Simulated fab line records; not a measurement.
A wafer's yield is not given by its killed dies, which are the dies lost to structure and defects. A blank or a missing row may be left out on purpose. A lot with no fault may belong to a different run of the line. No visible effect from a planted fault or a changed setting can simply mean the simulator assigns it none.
Chamber matching + flow n5_finfet + 4 sister chambers for N5_MOL_CONTACT_COAG_CMP_28 on cmp-01
The step polishes, stops on SiNx, t overpolish 0.85 s, target thk 14.522 nm. 8 wafers are shown with their chamber, then 12 later ones without.

== WAFERS, EACH WITH ITS CHAMBER ==
| wafer  | chamber | motor_current_A (A) | slurry_filter_dp_kPa (kPa) |
|--------|---------|---------------------|----------------------------|
| L083.6 | 2       | 16.4                | 13.38                      |
| L084.2 | 3       | 11.9                | 13.56                      |
| L088.1 | 3       | 11.8                | 13.58                      |
| L088.2 | 2       | 15.0                | 13.45                      |
| L088.3 | 0       | 14.5                | 13.71                      |
| L089.1 | 0       | 13.5                | 13.55                      |
| L089.4 | 1       | 12.5                | 13.35                      |
| L089.6 | 1       | 12.4                | 13.48                      |

== WAFERS MISSING THEIR CHAMBER ==
| wafer  | motor_current_A (A) | slurry_filter_dp_kPa (kPa) |
|--------|---------------------|----------------------------|
| L091.3 | 11.7                | 13.66                      |
| L091.4 | 13.8                | 13.77                      |
| L091.6 | 11.9                | 13.59                      |
| L093.1 | 12.1                | 13.74                      |
| L093.4 | 16.4                | 13.56                      |
| L093.6 | 14.8                | 13.60                      |
| L094.1 | 12.5                | 13.59                      |
| L094.2 | 11.5                | 13.49                      |
| L094.3 | 13.8                | 13.74                      |
| L095.2 | 15.4                | 13.58                      |
| L095.3 | 11.8                | 13.55                      |
| L095.6 | 11.4                | 13.62                      |

== EACH ONE'S CHAMBER ==
| wafer  | from the rows above          | in truth                   |
|--------|------------------------------|----------------------------|
| L091.3 | 3                            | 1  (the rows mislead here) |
| L091.4 | 0                            | 0                          |
| L091.6 | 3                            | 3                          |
| L093.1 | can't be placed: 3 or 0      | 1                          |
| L093.4 | can't be placed: 2 or 0      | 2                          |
| L093.6 | can't be placed: 0 or 2      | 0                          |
| L094.1 | can't be placed: 3 or 1 or 0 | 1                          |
| L094.2 | can't be placed: 3 or 1      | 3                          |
| L094.3 | 0                            | 0                          |
| L095.2 | can't be placed: 2 or 0      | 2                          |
| L095.3 | can't be placed: 3 or 1      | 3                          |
| L095.6 | 3                            | 3                          |
4 of 12 placed correctly. Unplaceable from these rows: 7, with the true chamber sitting among the candidates in 6. Wrongly placed: 1.
How it was worked out, from the rows above alone: a wafer's distance from a chamber is the root of the sum, over the readings, of the square of ((its reading less the chamber's mean) divided by the reading's scatter). The wafer belongs to the nearest chamber; if the next one is less than 2 further off, it can't be placed. Each chamber's mean is taken over the wafers shown for it. How the scatter is found: for the shown wafers, subtract from each reading the mean of its chamber, square and add these, divide the total by (wafers less chambers), then take the root.
